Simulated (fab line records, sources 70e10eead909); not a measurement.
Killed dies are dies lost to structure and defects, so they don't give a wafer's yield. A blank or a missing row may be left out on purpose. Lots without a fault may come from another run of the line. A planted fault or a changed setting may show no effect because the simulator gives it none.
fab line records | flow nand_harc
record lots=13 wafers=39 last_day=33
route steps=1302 shown A_WL_FILL@966 A_CONTACT@983 END@1302
lots that met no fault: from a run of the same line without faults
start_h: hours from the record's first day to the start of the lot's first wafer shown | wait_h: hours since the lot's step before | " the same as in the row above | L1.1+2: a row that stands for several wafers | - no value, or no start given | * or withheld: withheld | < > ~ a bound
route shown NAME@n: a module of which the file shows steps, and the number in the route of the first | usual: mean/standard deviation of fault-free wafers | same: alike in all rows | chamber/n: place in a boat | sites: the reading at each site | _std_site: their standard deviation | _edge_site: outer sites' mean less inner sites' | radius_mm: how far each site lies from the wafer's centre | mask NAME#n: copy n | behind: the tool/chamber that last shaped the wafer | hold: why the lot was held/for how many hours/how that ended | device: the transistor (n, p or np) that didn't switch | end of line: the same wafers' tests at the end of the route | a step without rows: its recipe alone | killed: dies lost to structure and defects at the first sort, not the wafer's yield | map: a wafer's dies, x killed, . not, _ none there
set.NAME: the setting as run; set.NAME@STEP: as run at that earlier step | model.NAME: the simulator's own value behind a step, which no gauge read
steps of the route over a sample of lots; a table a step, a row a wafer
services: from which hour (start_h, from the record's first day; less than 0 if before it) a tool's chamber was out of use, for how many hours, and why
## steps
# step NHARC_A_WL_FILL_ETCHBACK_16
# recipe target_depth_a=1200 time_s=24 c4f8_flow_sccm=withheld o2_flow_sccm=8 ar_flow_sccm=withheld rf_w=600 bias_w=800 chemistry=C4F8/O2/Ar
# usual chamber_pressure_mTorr=25.000/0.023 oes_product_au=0.98/0.032 rf_vpp_V=723/4.1
# columns lot.wafer tool chamber start_h wait_h chamber_pressure_mTorr oes_product_au rf_hours_counter_h rf_vpp_V
L897.1 rie_diel-05 3 - - 25.019 1.00 1.9 722
L897.4 " 0 " " 24.997 0.98 1.6 727
L897.2 " 2 " " 25.020 0.97 1.8 726
L898.2 rie_diel-02 0 - - 25.019 0.99 2.5 718
L898.4 " 3 " " 24.961 0.99 2.5 727
L898.5 " 1 " " 24.992 1.01 - 729
L900.1 rie_diel-06 1 - - 25.030 0.99 0.4 729
L900.4 " 2 " " 24.989 1.00 0.5 722
L900.6 " 1 " " 25.013 0.99 - 727
L902.3 rie_diel-05 2 - - 25.008 0.92 3.1 726
L902.5 " 2 " " 24.997 0.92 - 726
L902.6 " 3 " " 24.977 0.93 - 722
L901.2 rie_diel-06 0 - - 24.978 0.94 1.1 719
L901.4 " 1 " " 24.991 0.93 1.0 728
L901.6 " 0 " " 25.000 0.94 - 721
L906.4 rie_diel-05 3 - - 24.995 0.93 5.2 723
L906.2 " 0 " " 24.993 0.92 4.9 727
L906.1 " 1 " " 24.998 0.91 4.4 720
L907.4 rie_diel-06 2 - - 24.983 0.99 4.4 722
L907.3 " 0 " " 25.008 1.00 4.6 720
L907.6 " 2 " " 24.957 1.00 - 722
L908.1 rie_diel-02 2 - - 24.996 0.99 0.2 723
L908.2 " 1 " " 24.983 1.01 0.2 730
L908.6 " 2 " " 25.013 0.99 - 724
L913.4 rie_diel-02 1 - - 25.029 1.01 1.5 732
L913.2 " 3 " " 24.961 1.00 1.4 727
L913.6 " 1 " " 25.002 1.00 - 731
L915.1 rie_diel-05 0 - - 24.986 1.00 1.7 728
L915.4 " 1 " " 24.973 1.01 2.0 720
L915.2 " 2 " " 24.994 1.01 1.8 726
L914.2 rie_diel-02 1 - - 24.984 0.94 1.5 730
L914.3 " 3 " " 25.053 0.95 1.5 725
L914.5 " 1 " " 24.987 0.95 - 728
L918.4 rie_diel-02 0 - - 24.983 0.98 2.3 720
L918.6 " 1 " " 25.021 1.00 - 731
L918.5 " 2 " " 25.031 0.98 - 722
L919.3 rie_diel-02 1 - - 24.983 1.01 2.5 730
L919.6 " 0 " " 25.028 1.00 - 720
L919.5 " 1 " " 24.974 1.00 - 729
# step NHARC_A_CONTACT_DEP_24
# recipe target_thk_a=5000 temp_c=400 pressure_torr=6.5 rf_w=900 teos_flow_sccm=161.4 flow_sccm=2650 target_thk_nm=500 gas=O2 material=SiO2
# usual heater_power_w=513/69 rf_fwd_power_W=897.7/2.6 showerhead_vpp_V=1810/86 throttle_valve_pct=16.3/0.42
# columns lot.wafer tool chamber start_h wait_h heater_power_w rf_fwd_power_W showerhead_vpp_V throttle_valve_pct
L897.1 pecvd-01 2 480.10 0.1 615 896.0 1701 16.4
L897.2 " 0 " " 608 896.1 1989 16.1
L897.4 " 2 " " 472 896.1 1726 16.1
L898.2 pecvd-02 1 501.35 0.1 527 899.8 1764 16.0
L898.5 " 1 " " 376 900.4 1782 16.1
L898.4 " 0 " " 397 900.4 1873 16.2
L900.1 pecvd-02 1 513.69 0.2 508 896.2 1756 16.0
L900.4 " 2 " " 554 896.5 1754 16.9
L900.6 " 1 " " 512 899.8 1779 16.0
L901.2 pecvd-01 1 527.61 0.2 604 898.9 1720 17.0
L901.4 " 2 " " 527 897.0 1716 16.3
L901.6 " 1 " " 470 897.8 1768 16.6
L902.3 pecvd-02 0 527.65 0.2 531 899.0 1902 16.3
L902.5 " 1 " " 496 890.5 1744 15.9
L902.6 " 2 " " 538 901.3 1803 16.7
L906.2 pecvd-02 2 582.82 0.1 545 897.5 1737 16.7
L906.1 " 1 " " 478 898.8 1764 16.4
L906.4 " 1 " " 494 897.3 1790 16.1
L907.3 pecvd-01 1 582.92 0.2 600 899.2 1719 16.8
L907.6 " 2 " " 488 893.3 1729 16.4
L907.4 " 0 " " 661 891.6 2016 15.9
L908.2 pecvd-01 0 600.21 0.1 667 891.7 1994 16.0
L908.1 " 1 " " 533 896.2 1756 16.9
L908.6 " 1 " " 569 895.6 1748 16.7
L913.2 pecvd-02 1 657.37 0.1 492 896.9 1794 15.7
L913.6 " 1 " " 493 891.8 1755 15.6
L913.4 " 0 " " 497 896.6 1904 16.2
L915.1 pecvd-01 2 662.85 0.1 593 537.5 1353 16.4
L915.2 " 0 " " 726 535.5 1564 16.6
L915.4 " 0 " " 741 541.5 1537 16.4
L914.2 pecvd-01 2 668.06 0.1 563 539.8 1332 16.4
L914.3 " 1 " " 650 536.2 1348 17.4
L914.5 " 2 " " 588 537.6 1320 16.6
L918.4 pecvd-02 0 703.35 0.3 502 897.5 1858 16.3
L918.5 " 0 " " 384 894.6 1892 16.1
L918.6 " 2 " " 525 903.4 1799 16.3
L919.3 pecvd-02 0 708.16 0.3 468 901.2 1887 16.4
L919.6 " 2 " " 409 897.6 1759 16.3
L919.5 " 0 " " 495 895.7 1855 16.3
# step NHARC_A_CONTACT_CD_MEAS_42
# recipe target_cd_nm=300 landing_energy_ev=500
# usual cd_nm=300.1/0.51
# columns lot.wafer tool chamber start_h wait_h cd_nm
L897.1 cd_sem-02 0 486.93 - 300.3
L897.2 " 0 " " 300.3
L897.4 " 0 " " 300.8
L898.2 cd_sem-03 0 507.00 - 300.2
L898.4 " 0 " " 300.5
L898.5 " 0 " " 299.2
L900.1 cd_sem-01 0 519.16 - 300.2
L900.4 " 0 " " 300.0
L900.6 " 0 " " 300.2
L902.3 cd_sem-02 0 533.92 - 300.0
L902.5 " 0 " " 300.3
L902.6 " 0 " " 300.0
L901.2 cd_sem-03 0 534.23 - 300.5
L901.4 " 0 " " 300.4
L901.6 " 0 " " 300.5
L907.3 cd_sem-02 0 590.03 - 299.2
L907.4 " 0 " " 300.4
L907.6 " 0 " " 300.3
L906.1 cd_sem-03 0 590.34 - 300.7
L906.2 " 0 " " 300.1
L906.4 " 0 " " 300.1
L908.1 cd_sem-03 0 605.69 - 299.9
L908.2 " 0 " " 301.3
L908.6 " 0 " " 300.5
L913.2 cd_sem-01 0 664.66 - 300.0
L913.4 " 0 " " 299.4
L913.6 " 0 " " 299.4
L915.1 cd_sem-02 0 668.40 - 300.8
L915.2 " 0 " " 300.5
L915.4 " 0 " " 300.2
L914.2 cd_sem-02 0 678.77 - 300.6
L914.3 " 0 " " 300.2
L914.5 " 0 " " 301.0
L918.4 cd_sem-01 0 709.03 - 299.5
L918.5 " 0 " " 299.1
L918.6 " 0 " " 300.1
L919.3 cd_sem-03 0 716.16 - 299.6
L919.5 " 0 " " 300.2
L919.6 " 0 " " 298.8
# step NHARC_A_CONTACT_OVL_MEAS_43
# usual overlay_x_nm=0.0/0.79 overlay_y_nm=-0.1/0.71
# columns lot.wafer tool chamber start_h wait_h overlay_x_nm overlay_y_nm
L897.1 overlay-02 - 487.02 - 0.0 -0.1
L897.2 " - " " 0.5 0.1
L897.4 " - " " 0.2 -0.5
L898.2 overlay-01 - 507.09 - 0.2 -0.9
L898.4 " - " " 0.1 -0.7
L898.5 " - " " -0.2 -1.1
L900.1 overlay-01 - 519.25 - 0.1 0.6
L900.4 " - " " -0.3 1.2
L900.6 " - " " -0.5 1.2
L902.3 overlay-01 - 534.01 - -0.8 -0.4
L902.5 " - " " -0.6 0.3
L902.6 " - " " -0.3 0.8
L901.2 overlay-01 - 534.32 - 0.4 -1.3
L901.4 " - " " 0.0 -1.7
L901.6 " - " " 0.4 -1.4
L907.3 overlay-01 - 590.12 - 0.2 0.1
L907.4 " - " " 0.6 -0.7
L907.6 " - " " 0.7 0.2
L906.1 overlay-02 - 590.43 - 1.5 0.2
L906.2 " - " " 1.3 -0.4
L906.4 " - " " 1.3 -0.2
L908.1 overlay-02 - 605.78 - -0.4 0.2
L908.2 " - " " -0.1 0.5
L908.6 " - " " -0.5 0.2
L913.2 overlay-02 - 664.74 - -0.9 -2.1
L913.4 " - " " -1.2 -1.5
L913.6 " - " " -1.3 -1.6
L915.1 overlay-01 - 668.49 - -0.4 -0.5
L915.2 " - " " -0.8 -0.8
L915.4 " - " " -0.5 -0.1
L914.2 overlay-02 - 678.85 - 0.0 0.0
L914.3 " - " " 0.1 0.5
L914.5 " - " " 0.7 -0.3
L918.4 overlay-02 - 709.11 - 0.3 0.2
L918.5 " - " " 0.3 0.4
L918.6 " - " " 0.3 0.2
L919.3 overlay-02 - 716.25 - -0.5 0.5
L919.5 " - " " 0.1 0.2
L919.6 " - " " -0.3 0.4
# step NHARC_END_SORT_01
# recipe temp_c=25
# usual killed_at_array=49/18 killed_at_other=0.7/1.1 killed_at_periphery=4.0/2.6 killed_dies=54/19 killed_open=3.4/1.7 killed_short=2.5/1.7
# same gross_dies=677
# columns lot.wafer tool chamber start_h wait_h killed_at_array killed_at_other killed_at_periphery killed_dies killed_open killed_short
L908.1 prober-02 0 679.06 2.5 39 0 4 43 4 6
L908.2 prober-02 0 679.87 2.8 25 0 4 29 4 1
L908.6 prober-02 0 683.13 4.1 31 0 7 38 3 5
# killed by level:class
L908.1 A_CHANNEL_HOLE_D2:chamber_film_flake=14 A_CHANNEL_HOLE_D1:chamber_film_flake=7 A_STAIRCASE:chamber_film_flake=5 A_ZERO_WELL:chamber_film_flake=3 P_CONTACT:geometric_particle:open=2 A_CHANNEL_FILL_D2:geometric_particle:short=2 P_GATE:chamber_film_flake=2 A_ONON_D1:geometric_particle:short=1
L908.2 A_CHANNEL_HOLE_D2:chamber_film_flake=13 A_M0:geometric_particle:open=3 A_CHANNEL_HOLE_D1:chamber_film_flake=3 P_GATE:chamber_film_flake=2 A_ZERO_WELL:chamber_film_flake=2 P_M0:geometric_particle:open=1 A_SGD_CUT:geometric_particle:short=1 P_STI:chamber_film_flake=1
L908.6 A_CHANNEL_HOLE_D2:chamber_film_flake=12 A_CHANNEL_HOLE_D1:chamber_film_flake=8 A_STAIRCASE:chamber_film_flake=2 A_CONTACT:chamber_film_flake=2 P_CONTACT:geometric_particle:short=1 P_CONTACT:geometric_particle:open=1 P_M0:geometric_particle:short=1 P_M1:geometric_particle:open=1
## services
# columns tool chamber start_h hours kind
rie_diel-06 2 469.29 1.2 repair
rie_diel-06 - 484.58 9.0 pm
pecvd-01 - 492.00 13.0 pm
rie_diel-05 - 494.02 0.2 repair
pecvd-01 0 525.36 4.0 repair
pecvd-02 - 531.01 1.8 repair
rie_diel-02 0 542.29 1.4 repair
rie_diel-06 2 544.64 3.0 repair
rie_diel-05 2 548.54 9.1 repair
rie_diel-02 - 570.75 9.0 pm
pecvd-01 - 572.28 1.3 repair
rie_diel-05 2 578.13 4.0 repair
pecvd-02 0 581.42 23.1 repair
rie_diel-05 - 583.60 9.0 pm
pecvd-01 0 585.93 3.9 repair
pecvd-02 - 590.82 13.0 pm
rie_diel-05 3 605.79 5.5 repair
rie_diel-06 - 611.86 0.5 repair
rie_diel-05 - 642.00 0.4 repair
rie_diel-02 2 661.23 5.2 repair
rie_diel-06 - 661.58 9.0 pm
pecvd-01 - 673.00 13.0 pm
rie_diel-06 2 684.46 6.3 repair
pecvd-02 1 702.54 9.7 repair
## key
first_sign step=NHARC_A_CONTACT_DEP_24 reading=rf_fwd_power_W direction=down sigmas=99+ usual=* struck=*
effect step=NHARC_A_CONTACT_DEP_24 reading=showerhead_vpp_V direction=down sigmas=4.6 usual=1810 struck=1409
met_at NHARC_A_CONTACT_DEP_24
struck_lots L914,L915
tester_left_out L914,L915
not_acting_at NHARC_A_WL_FILL_ETCHBACK_16,NHARC_A_CONTACT_CD_MEAS_42,NHARC_A_CONTACT_OVL_MEAS_43
onset_between 600.21 662.85
fault kind=process_parameter_drift tool=pecvd-01 chamber=- onset_h=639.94 steps=NHARC_A_CONTACT_DEP_24 channel=rf_w offset=* shape=step end_h=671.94 acts_in=* stated=*
# tester_left_out: of these lots the tester's yield and bins aren't shown, on N5 and GAA mostly nor the transistor test; their killed dies are dies lost to structure and defects alone, not to doping, threshold or leakage, so they don't give the yield
